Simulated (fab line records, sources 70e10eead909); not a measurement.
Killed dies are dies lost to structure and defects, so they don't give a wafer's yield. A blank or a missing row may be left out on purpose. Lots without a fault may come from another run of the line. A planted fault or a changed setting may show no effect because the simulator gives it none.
fab line records | flow nand_harc
record lots=6 wafers=18 last_day=33
route steps=1302 shown A_STAIRCASE@775 A_SGD_CUT@904 END@1302
lots that met no fault: from a run of the same line without faults
start_h: hours from the record's first day to the start of the lot's first wafer shown | wait_h: hours since the lot's step before | " the same as in the row above | L1.1+2: a row that stands for several wafers | - no value, or no start given | * or withheld: withheld | < > ~ a bound
route shown NAME@n: a module of which the file shows steps, and the number in the route of the first | usual: mean/standard deviation of fault-free wafers | same: alike in all rows | chamber/n: place in a boat | sites: the reading at each site | _std_site: their standard deviation | _edge_site: outer sites' mean less inner sites' | radius_mm: how far each site lies from the wafer's centre | mask NAME#n: copy n | behind: the tool/chamber that last shaped the wafer | hold: why the lot was held/for how many hours/how that ended | device: the transistor (n, p or np) that didn't switch | end of line: the same wafers' tests at the end of the route | a step without rows: its recipe alone | killed: dies lost to structure and defects at the first sort, not the wafer's yield | map: a wafer's dies, x killed, . not, _ none there
set.NAME: the setting as run; set.NAME@STEP: as run at that earlier step | model.NAME: the simulator's own value behind a step, which no gauge read
lots at some steps of the route; a table a step, a row a wafer
services: from which hour (start_h, from the record's first day; less than 0 if before it) a tool's chamber was out of use, for how many hours, and why
## steps
# step NHARC_A_STAIRCASE_HMDS_261
# recipe time_s=30
# step NHARC_A_STAIRCASE_COAT_262
# recipe spin_rpm=1200
# step NHARC_A_STAIRCASE_SOFTBAKE_263
# recipe temp_c=135 time_s=170
# step NHARC_A_STAIRCASE_EBR_264
# step NHARC_A_STAIRCASE_EXPOSE_265
# recipe na=0.5 dose_mj=25.01 mask_id=CHOP_200
# step NHARC_A_STAIRCASE_PEB_266
# recipe peb_temp_c=115 peb_time_s=130
# step NHARC_A_STAIRCASE_DEVELOP_267
# recipe time_s=140
# step NHARC_A_STAIRCASE_HARDBAKE_269
# recipe temp_c=120 time_s=140
# step NHARC_A_STAIRCASE_DESCUM_270
# recipe time_s=3 o2_flow_sccm=200 ar_flow_sccm=0 bias_power_w=0 chemistry=O2
# usual drypump_motor_current_A=5.6/0.43 oes_product_au=0.999/0.01 rf_vpp_V=57.9/0.85 showerhead_plenum_p_Torr=1.96/0.079 throttle_valve_pct=11.313/0.0091
# columns lot.wafer tool chamber start_h wait_h drypump_motor_current_A oes_product_au rf_hours_counter_h rf_vpp_V showerhead_plenum_p_Torr throttle_valve_pct
L624.4 rie_diel-04 1 425.84 - 6.0 1.014 8 57.5 1.77 11.306
L624.2 " 2 " " 4.8 1.005 16 58.2 1.94 11.306
L624.6 " 0 " " 5.3 1.000 - 58.0 1.99 11.298
L630.3 rie_diel-13 3 477.18 - 5.2 0.995 41 57.8 1.94 11.317
L630.4 " 0 " " 5.5 1.000 45 57.3 1.96 11.313
L630.5 " 3 " " 5.2 1.010 - 57.5 1.94 11.322
L638.1 rie_diel-04 0 558.90 - 5.3 0.993 8 57.6 1.97 11.304
L638.6 " 3 " " 5.5 0.997 - 58.2 2.04 11.310
L638.5 " 0 " " 5.3 0.998 - 58.9 1.97 11.315
L639.3 rie_diel-13 0 560.87 - 5.5 1.008 9 57.5 1.95 11.315
L639.1 " 1 " " 6.1 1.005 9 57.1 2.05 11.305
L639.5 " 0 " " 5.5 1.010 - 56.8 1.95 11.307
L640.2 rie_diel-13 2 564.47 - 6.0 1.013 16 57.5 1.88 11.328
L640.3 " 0 " " 5.5 1.002 11 57.1 1.95 11.310
L640.5 " 3 " " 5.2 1.006 - 58.1 1.93 11.308
L643.4 rie_diel-02 3 592.05 - 5.1 0.994 3 56.2 1.89 11.322
L643.6 " 2 " " 5.3 0.978 - 57.3 1.86 11.320
L643.5 " 3 " " 5.1 1.004 - 58.2 1.89 11.313
# step NHARC_A_STAIRCASE_ETCH_271
# recipe cf4_flow_sccm=100 chf3_flow_sccm=30 ar_flow_sccm=0 rf_w=500 bias_w=200 chemistry=CF4/CHF3
# step NHARC_A_STAIRCASE_HM_OPEN_457
# recipe o2_flow_sccm=400 cos_flow_sccm=20 ar_flow_sccm=0 rf_w=500 bias_w=300 chemistry=O2/COS
# usual drypump_motor_current_A=5.6/0.43 oes_product_au=0.999/0.011 rf_fwd_power_W=499.0/1.7 rf_vpp_V=468.5/2.7 showerhead_plenum_p_Torr=3.19/0.12 throttle_valve_pct=28.329/0.0092
# columns lot.wafer tool chamber start_h wait_h drypump_motor_current_A oes_product_au rf_fwd_power_W rf_hours_counter_h rf_vpp_V showerhead_plenum_p_Torr throttle_valve_pct
L624.2 rie_diel-04 3 - - 5.6 0.991 497.9 17 471.3 3.34 28.319
L624.4 " 1 " " 6.0 1.009 501.6 8 462.3 2.90 28.330
L624.6 " 3 " " 5.6 0.998 501.8 - 472.1 3.34 28.336
L630.3 rie_diel-13 0 - - 5.5 0.996 496.3 46 468.9 3.20 28.332
L630.4 " 3 " " 5.2 0.998 499.3 42 468.6 3.16 28.333
L630.5 " 1 " " 6.1 0.993 498.5 - 473.2 3.35 28.341
L638.1 rie_diel-04 3 - - 5.6 1.000 499.0 8 469.9 3.31 28.314
L638.6 " 3 " " 5.6 0.993 496.8 - 471.5 3.31 28.325
L638.5 " 0 " " 5.3 0.998 496.6 - 469.6 3.21 28.316
L639.1 rie_diel-13 1 - - 6.1 1.006 496.1 9 473.3 3.34 28.325
L639.3 " 2 " " 6.1 1.009 499.1 15 466.7 3.07 28.312
L639.5 " 1 " " 6.1 1.005 496.3 - 470.5 3.34 28.339
L640.3 rie_diel-13 2 - - 6.1 1.012 497.0 16 466.1 3.07 28.329
L640.2 " 1 " " 6.1 0.999 499.9 10 472.1 3.34 28.334
L640.5 " 3 " " 5.2 0.999 497.1 - 466.5 3.14 28.324
L643.4 rie_diel-02 2 - - 5.3 0.990 500.9 3 465.6 3.04 28.322
L643.6 " 3 " " 5.1 0.982 499.4 - 467.8 3.08 28.343
L643.5 " 0 " " 6.4 1.010 498.9 - 468.9 3.21 28.317
# step NHARC_A_STAIRCASE_STRIP_458
# recipe o2_flow_sccm=400 cos_flow_sccm=20 ar_flow_sccm=0 bias_w=0 chemistry=O2/COS
# columns lot.wafer tool chamber start_h wait_h
L624.2+4+6 rie_diel-04 0,1,3 426.43 -
L630.3+4+5 rie_diel-13 0,2,0 477.74 -
L638.1+5+6 rie_diel-04 1,0,1 559.37 -
L639.3+1+5 rie_diel-13 3,2,3 561.35 -
L640.3+2+5 rie_diel-13 3,0,3 564.95 -
L643.4+5+6 rie_diel-02 3,2,3 592.53 -
# step NHARC_A_STAIRCASE_ETCH_451
# recipe target_depth_a=300 overetch_a=30 time_s=16.5 ion_energy_ev=100 cf4_flow_sccm=80 o2_flow_sccm=20 ar_flow_sccm=0 rf_w=300 bias_w=100 chemistry=CF4/O2
# step NHARC_A_STAIRCASE_ETCH_273
# recipe target_depth_a=1.02e+05 time_s=2468.6 ion_energy_ev=800 c4f8_flow_sccm=80 o2_flow_sccm=60 ar_flow_sccm=withheld rf_w=600 bias_w=3000 chemistry=C4F8/O2/Ar
# step NHARC_A_STAIRCASE_STRIP_274
# recipe o2_flow_sccm=500 ar_flow_sccm=0 bias_w=0 chemistry=O2
# step NHARC_A_STAIRCASE_STRIP_275
# recipe time_s=900 temp_c=130 chemistry=SPM
# step NHARC_A_STAIRCASE_PRECLEAN_276
# recipe time_s=* temp_c=50 bath_age_min=0 chemistry=SC1
# step NHARC_A_STAIRCASE_SRD_277
# step NHARC_A_STAIRCASE_HM_DEP_459
# recipe target_thk_a=15000 temp_c=400 material=aC
# step NHARC_A_STAIRCASE_DEP_280
# recipe target_thk_a=300 target_thk_nm=30 temp_c=400 pressure_torr=3.5 flow_sccm=200 rf_w=350 material=SiON
# step NHARC_A_STAIRCASE_DEHYDRATE_281
# recipe temp_c=150 time_s=120
# step NHARC_A_STAIRCASE_HMDS_282
# recipe time_s=30
# step NHARC_A_STAIRCASE_COAT_283
# recipe spin_rpm=1200
# step NHARC_A_STAIRCASE_SOFTBAKE_284
# recipe temp_c=135 time_s=170
# step NHARC_A_STAIRCASE_EBR_285
# step NHARC_A_STAIRCASE_EXPOSE_286
# recipe na=0.5 dose_mj=25.01 mask_id=CHOP_100
# step NHARC_A_STAIRCASE_PEB_287
# recipe peb_temp_c=115 peb_time_s=130
# step NHARC_A_STAIRCASE_DEVELOP_288
# recipe time_s=140
# step NHARC_A_STAIRCASE_HARDBAKE_290
# recipe temp_c=120 time_s=140
# step NHARC_A_STAIRCASE_DESCUM_291
# recipe time_s=3 o2_flow_sccm=200 ar_flow_sccm=0 bias_power_w=0 chemistry=O2
# usual drypump_motor_current_A=5.6/0.44 oes_product_au=0.997/0.011 rf_vpp_V=58.1/0.83 showerhead_plenum_p_Torr=1.95/0.079 throttle_valve_pct=11.312/0.0093
# columns lot.wafer tool chamber start_h wait_h drypump_motor_current_A oes_product_au rf_hours_counter_h rf_vpp_V showerhead_plenum_p_Torr throttle_valve_pct
L624.4 rie_diel-02 3 437.13 - 5.1 0.991 12 58.0 1.90 11.324
L624.2 " 1 " " 5.7 0.972 11 58.7 2.07 11.323
L624.6 " 0 " " 6.4 0.987 - 59.6 1.99 11.311
L630.3 rie_diel-13 0 484.83 - 5.5 0.997 48 56.9 1.96 11.306
L630.4 " 2 " " 6.0 0.992 47 57.4 1.89 11.318
L630.5 " 0 " " 5.5 1.008 - 58.5 1.96 11.309
L638.1 rie_diel-13 3 569.00 - 5.2 1.001 18 57.4 1.93 11.318
L638.5 " 3 " " 5.2 1.001 - 57.6 1.93 11.311
L638.6 " 0 " " 5.5 1.004 - 57.4 1.95 11.315
L639.1 rie_diel-04 0 570.42 - 5.3 0.981 12 58.4 1.97 11.306
L639.3 " 1 " " 6.0 1.011 11 58.9 2.07 11.297
L639.5 " 3 " " 5.5 0.991 - 59.0 2.04 11.305
L640.3 rie_diel-04 1 572.39 - 6.0 1.017 11 58.8 2.07 11.303
L640.2 " 2 " " 4.8 1.015 9 57.5 1.93 11.313
L640.5 " 0 " " 5.3 0.997 - 57.3 1.97 11.310
L643.4 rie_diel-02 0 600.31 - 6.4 0.999 8 57.8 1.97 11.307
L643.6 " 2 " " 5.3 0.988 - 57.6 1.86 11.329
L643.5 " 3 " " 5.1 0.981 - 57.0 1.89 11.317
# step NHARC_A_STAIRCASE_ETCH_292
# recipe cf4_flow_sccm=100 chf3_flow_sccm=30 ar_flow_sccm=0 rf_w=500 bias_w=200 chemistry=CF4/CHF3
# usual drypump_motor_current_A=5.6/0.46 oes_product_au=0.937/0.024 rf_fwd_power_W=497.2/1.7 rf_vpp_V=371.6/2.2 showerhead_plenum_p_Torr=1.60/0.061 throttle_valve_pct=16.802/0.0081
# columns lot.wafer tool chamber start_h wait_h drypump_motor_current_A oes_product_au rf_fwd_power_W rf_hours_counter_h rf_vpp_V showerhead_plenum_p_Torr throttle_valve_pct
L624.4 rie_diel-02 1 437.23 0.1 5.7 0.913 496.1 11 374.8 1.70 16.793
L624.2 " 2 " " 5.3 0.916 497.5 11 369.7 1.55 16.818
L624.6 " 0 " " 6.4 0.923 498.0 - 371.9 1.63 16.797
L630.3 rie_diel-13 1 484.91 0.1 6.1 0.926 497.7 51 374.7 1.69 16.789
L630.4 " 3 " " 5.2 0.934 493.7 44 369.3 1.59 16.805
L630.5 " 2 " " 6.1 0.912 496.8 - 370.3 1.56 16.793
L638.1 rie_diel-13 3 569.11 0.1 5.2 0.929 497.8 18 370.7 1.58 16.808
L638.5 " 0 " " 5.5 0.930 501.3 - 373.0 1.60 16.803
L638.6 " 1 " " 6.1 0.919 498.9 - 373.4 1.68 16.796
L639.1 rie_diel-04 3 570.50 0.1 5.5 0.916 498.0 14 374.9 1.67 16.796
L639.3 " 0 " " 5.3 0.920 500.4 12 372.1 1.62 16.794
L639.5 " 0 " " 5.3 0.913 498.8 - 370.8 1.62 16.809
L640.2 rie_diel-04 0 572.46 0.1 5.3 0.924 498.9 13 371.2 1.62 16.797
L640.3 " 2 " " 4.8 0.937 498.7 9 372.5 1.59 16.806
L640.5 " 0 " " 5.3 0.931 499.3 - 372.1 1.62 16.805
L643.4 rie_diel-02 0 600.40 0.1 6.4 0.929 497.3 8 371.8 1.62 16.811
L643.6 " 1 " " 5.7 0.911 498.1 - 373.7 1.68 16.809
L643.5 " 2 " " 5.3 0.915 495.8 - 369.3 1.53 16.809
# step NHARC_A_STAIRCASE_HM_OPEN_460
# recipe o2_flow_sccm=400 cos_flow_sccm=20 ar_flow_sccm=0 rf_w=500 bias_w=300 chemistry=O2/COS
# step NHARC_A_STAIRCASE_STRIP_461
# recipe o2_flow_sccm=400 cos_flow_sccm=20 ar_flow_sccm=0 bias_w=0 chemistry=O2/COS
# step NHARC_A_STAIRCASE_ETCH_452
# recipe target_depth_a=300 overetch_a=30 time_s=16.5 ion_energy_ev=100 cf4_flow_sccm=80 o2_flow_sccm=20 ar_flow_sccm=0 rf_w=300 bias_w=100 chemistry=CF4/O2
# usual drypump_motor_current_A=5.5/0.43 oes_product_au=0.997/0.011 rf_fwd_power_W=294.4/1.4 rf_vpp_V=198.4/1.4 showerhead_plenum_p_Torr=1.36/0.054 throttle_valve_pct=13.398/0.0098
# columns lot.wafer tool chamber start_h wait_h drypump_motor_current_A oes_product_au rf_fwd_power_W rf_hours_counter_h rf_vpp_V showerhead_plenum_p_Torr throttle_valve_pct
L624.4 rie_diel-02 3 - - 5.1 0.989 292.7 12 198.2 1.33 13.401
L624.2 " 0 " " 6.4 1.001 294.3 12 200.0 1.39 13.395
L624.6 " 2 " " 5.3 0.977 292.4 - 197.5 1.31 13.399
L630.4 rie_diel-13 0 - - 5.5 0.994 296.2 48 198.1 1.37 13.389
L630.3 " 2 " " 6.1 0.989 296.9 47 196.9 1.32 13.417
L630.5 " 0 " " 5.5 0.996 295.4 - 197.4 1.37 13.400
L638.1 rie_diel-13 0 - - 5.5 1.004 296.2 13 198.8 1.36 13.389
L638.6 " 1 " " 6.1 0.996 295.8 - 199.7 1.43 13.390
L638.5 " 2 " " 6.1 1.011 295.9 - 198.0 1.31 13.409
L639.3 rie_diel-04 1 - - 6.0 1.014 295.4 11 200.5 1.44 13.388
L639.1 " 0 " " 5.3 0.987 296.6 13 198.9 1.37 13.395
L639.5 " 2 " " 4.8 0.994 295.1 - 199.2 1.35 13.392
L640.2 rie_diel-04 2 - - 4.8 1.002 296.3 9 197.9 1.35 13.394
L640.3 " 3 " " 5.6 1.002 293.4 15 199.9 1.42 13.404
L640.5 " 1 " " 6.0 1.012 294.7 - 200.6 1.44 13.402
L643.4 rie_diel-02 0 - - 6.4 1.017 293.5 8 198.6 1.37 13.400
L643.6 " 1 " " 5.7 0.988 295.3 - 197.3 1.43 13.385
L643.5 " 2 " " 5.3 0.979 292.4 - 196.7 1.30 13.400
# step NHARC_A_STAIRCASE_ETCH_294
# recipe target_depth_a=49890 time_s=1211.6 ion_energy_ev=800 c4f8_flow_sccm=80 o2_flow_sccm=60 ar_flow_sccm=withheld rf_w=600 bias_w=3000 chemistry=C4F8/O2/Ar
# step NHARC_A_STAIRCASE_STRIP_295
# recipe o2_flow_sccm=500 ar_flow_sccm=0 bias_w=0 chemistry=O2
# step NHARC_A_STAIRCASE_STRIP_296
# recipe time_s=900 temp_c=130 chemistry=SPM
# step NHARC_A_STAIRCASE_PRECLEAN_297
# recipe time_s=* temp_c=50 bath_age_min=0 chemistry=SC1
# step NHARC_A_STAIRCASE_SRD_298
# step NHARC_A_SGD_CUT_DESCUM_14
# recipe time_s=3 o2_flow_sccm=200 ar_flow_sccm=0 bias_power_w=0 chemistry=O2
# usual drypump_motor_current_A=5.88/0.28 oes_product_au=0.999/0.014 rf_vpp_V=57.9/0.95 showerhead_plenum_p_Torr=1.94/0.078 throttle_valve_pct=11.310/0.0088
# columns lot.wafer tool chamber start_h wait_h hold drypump_motor_current_A oes_product_au rf_hours_counter_h rf_vpp_V showerhead_plenum_p_Torr throttle_valve_pct
L624.2 rie_diel-03 1 492.57 0.1 - 6.09 0.977 1 58.2 1.94 11.305
L624.4 " 3 " " - 5.78 1.006 0 58.7 1.92 11.321
L624.6 " 0 " " - 5.49 1.026 - 57.8 1.99 11.318
L630.4 rie_diel-03 0 541.54 0.1 - 5.47 1.036 2 58.1 1.99 11.305
L630.3 " 3 " " - 5.75 1.009 2 58.0 1.92 11.315
L630.5 " 0 " " - 5.48 1.040 - 58.2 1.99 11.316
L638.1 rie_diel-03 2 626.01 0.1 - 6.19 0.987 8 56.4 1.92 11.308
L638.6 " 3 " " - 5.76 1.003 - 58.4 1.91 11.330
L638.5 " 0 " " - 5.48 1.022 - 58.7 1.99 11.302
L640.2 rie_diel-09 2 627.40 2.0 await_dispo/1.9h/release 6.12 1.006 8 58.5 2.00 11.310
L640.3 " 1 " " await_dispo/1.9h/release 5.80 0.980 9 58.3 1.99 11.307
L640.5 " 2 " " await_dispo/1.9h/release 6.12 0.990 - 57.4 2.00 11.319
L639.1 rie_diel-06 0 628.26 3.2 await_dispo/3.2h/release 6.39 0.989 12 56.2 1.79 11.311
L639.3 " 1 " " await_dispo/3.2h/release 5.91 0.969 9 57.7 1.81 11.308
L639.5 " 1 " " await_dispo/3.2h/release 5.91 0.966 - 57.3 1.81 11.325
L643.4 rie_diel-03 1 652.32 0.1 - 6.09 0.991 0 57.9 1.94 11.299
L643.6 " 2 " " - 6.19 0.988 - 58.5 1.92 11.299
L643.5 " 3 " " - 5.73 1.000 - 58.0 1.91 11.299
# step NHARC_END_SORT_01
# recipe temp_c=25
# usual killed_at_array=46/15 killed_at_other=1.0/1.3 killed_at_periphery=4/3 killed_dies=51/15 killed_open=3.2/1.8 killed_short=2.5/1.5
# same gross_dies=677
# columns lot.wafer tool chamber start_h wait_h killed_at_array killed_at_other killed_at_periphery killed_dies killed_open killed_short
L639.1 prober-02 0 772.93 2.5 105 1 0 106 0 1
L639.3 prober-02 0 774.54 3.1 161 1 0 162 3 1
L639.5 prober-02 0 776.14 3.7 155 0 3 158 4 2
L640.2 prober-01 0 786.95 2.8 64 1 4 69 3 0
L640.3 prober-01 0 787.74 3.1 111 2 3 116 5 2
L640.5 prober-01 0 789.33 3.7 123 0 9 132 2 5
# killed by level:class
L639.1 A_STAIRCASE:unspecified=63 A_CHANNEL_HOLE_D2:chamber_film_flake=22 A_CHANNEL_HOLE_D1:chamber_film_flake=15 A_SLIT:chamber_film_flake=2 STARTING-WAFER:geometric_particle:short=1 A_CHANNEL_FILL_D1:chamber_film_flake=1 A_STAIRCASE:chamber_film_flake=1 A_WL_FILL:chamber_film_flake=1
L639.3 A_STAIRCASE:unspecified=101 A_CHANNEL_HOLE_D1:chamber_film_flake=33 A_CHANNEL_HOLE_D2:chamber_film_flake=16 A_STAIRCASE:chamber_film_flake=3 A_SLIT:chamber_film_flake=3 A_DECK1_JOINT:geometric_particle:open=1 A_SGD_CUT:geometric_particle:open=1 A_SGD_CUT:geometric_particle:short=1
L639.5 A_STAIRCASE:unspecified=88 A_CHANNEL_HOLE_D1:chamber_film_flake=26 A_CHANNEL_HOLE_D2:chamber_film_flake=26 A_STAIRCASE:chamber_film_flake=3 A_CONTACT:chamber_film_flake=3 A_SLIT:chamber_film_flake=2 P_M2:geometric_particle:open=1 A_ONON_D1:geometric_particle:short=1
L640.2 A_STAIRCASE:unspecified=39 A_CHANNEL_HOLE_D1:chamber_film_flake=12 A_SLIT:chamber_film_flake=4 A_STAIRCASE:chamber_film_flake=3 A_CONTACT:chamber_film_flake=3 P_M0:geometric_particle:open=1 P_M2:geometric_particle:open=1 A_CHANNEL_FILL_D2:geometric_particle:open=1
L640.3 A_STAIRCASE:unspecified=88 A_CHANNEL_HOLE_D1:chamber_film_flake=10 A_ONON_D1:geometric_particle:open=2 P_ZERO_WELL:chamber_film_flake=2 A_SLIT:chamber_film_flake=2 A_CONTACT:chamber_film_flake=2 THIN_TSV:chamber_film_flake=2 P_M0:geometric_particle:open=1
L640.5 A_STAIRCASE:unspecified=98 A_CHANNEL_HOLE_D1:chamber_film_flake=7 A_SLIT:chamber_film_flake=7 A_CONTACT:chamber_film_flake=3 P_ZERO_WELL:chamber_film_flake=2 P_GATE:chamber_film_flake=2 A_WL_FILL:chamber_film_flake=2 P_STI:geometric_particle:short=1
# map L639.3 (x killed, . not)
____________.____________
_________......._________
_______..........._______
______.............______
_____.x.x.x........._____
____.x.xxx...........____
____..xxxxx..........____
___.xxxxxxxx..........___
___.x.xxxxxx..........___
__..xxxxxxxxx..........__
__..xxxxxxxxx..........__
_...xxxxxxxxx..........._
_...xxxxxxxxxx....xx...._
_xx.xxxxxxxxx.........xx_
_...xxxxxxxxx..x.x...x.._
_.....xxxxxxxx..xxx...xx_
.....xxxxxx......xxxxxxxx
.....x.x..xx.....xxxxxxxx
.......xx..x....x.xxx.x.x
.................xxx.xxxx
..................xx...xx
_................x.x...._
_.................xx...._
_..................x...._
_....................x.._
_..xx..................._
__..x...........x......__
__.....................__
___x..................___
___...................___
____.................____
____.................____
_____..............._____
______.............______
_______......x...._______
_________......._________
____________.____________
# map L640.5 (x killed, . not)
____________.____________
_________......._________
_______.x.....x..._______
______...........x.______
_____...xx.........._____
____..xxxxx..........____
____..xxxx....x......____
___..xxxxxxx..........___
___...xxxxxxx.........___
__.x.xxxxxxxx......x..x__
__.xxxxxxxxxx..........__
_...xxxxxxxxx..x....x..._
_..xxxxxxxxxx..........._
_..xxxxxxxxx....x......._
_...xxxxxxxxx..........._
_...xx.xxxxx...........x_
.....xxxxx..x.x....x....x
......xx.x.......xx....xx
x.........x......x.x....x
....................x...x
.................xx......
_.................x...x._
_..x.........x.........._
_......................._
_....................x.._
_......................._
__.....................__
__.....................__
___...................___
___...................___
____.........x.......____
____.................____
_____........x......_____
______x....x.......______
_______..........._______
_________......._________
____________.____________
## services
# columns tool chamber start_h hours kind
rie_diel-06 2 424.79 7.3 repair
rie_diel-02 1 456.38 13.6 repair
rie_diel-03 - 458.35 9.0 pm
rie_diel-06 0 465.98 8.0 repair
rie_diel-09 3 470.31 3.8 repair
rie_diel-03 3 470.76 16.1 repair
rie_diel-06 3 476.18 1.9 repair
rie_diel-06 - 484.23 9.0 pm
rie_diel-02 2 484.70 7.0 repair
rie_diel-09 0 486.16 1.8 repair
rie_diel-13 3 494.61 6.4 repair
rie_diel-03 - 499.06 0.3 repair
rie_diel-02 - 500.91 1.5 repair
rie_diel-02 3 511.44 34.3 repair
rie_diel-13 - 519.67 9.0 pm
rie_diel-04 2 526.64 16.0 repair
rie_diel-04 - 532.05 9.0 pm
rie_diel-13 1 543.97 16.4 repair
rie_diel-13 0 554.60 2.5 repair
rie_diel-03 0 554.79 49.0 repair
rie_diel-02 - 571.62 9.0 pm
rie_diel-02 2 608.45 27.5 repair
rie_diel-02 0 634.95 11.6 repair
rie_diel-03 - 635.35 9.0 pm
## key
first_sign step=NHARC_END_SORT_01 reading=killed_at_array direction=up sigmas=5 usual=46 struck=120
effect step=NHARC_END_SORT_01 reading=killed_dies direction=up sigmas=4.9 usual=51 struck=124
more_kills_born_at NHARC_A_STAIRCASE_STRIP_458@rie_diel-13=477
met_at NHARC_A_STAIRCASE_STRIP_458
struck_wafers L639.1,L639.3,L639.5,L640.2,L640.3,L640.5
tester_left_out L639,L640
onset_between 477.74 561.35
also_fits NHARC_A_STAIRCASE_DESCUM_270:rie_diel-13,NHARC_A_STAIRCASE_HM_OPEN_457:rie_diel-13,NHARC_A_STAIRCASE_DESCUM_291:rie_diel-04,NHARC_A_STAIRCASE_ETCH_292:rie_diel-04
fault kind=chamber_particle_source tool=rie_diel-13 chamber=- onset_h=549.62 steps=NHARC_A_STAIRCASE_STRIP_458 rate_per_visit_cm2=1.0436 end_h=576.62
# tester_left_out: of these lots the tester's yield and bins aren't shown, on N5 and GAA mostly nor the transistor test; their killed dies are dies lost to structure and defects alone, not to doping, threshold or leakage, so they don't give the yield
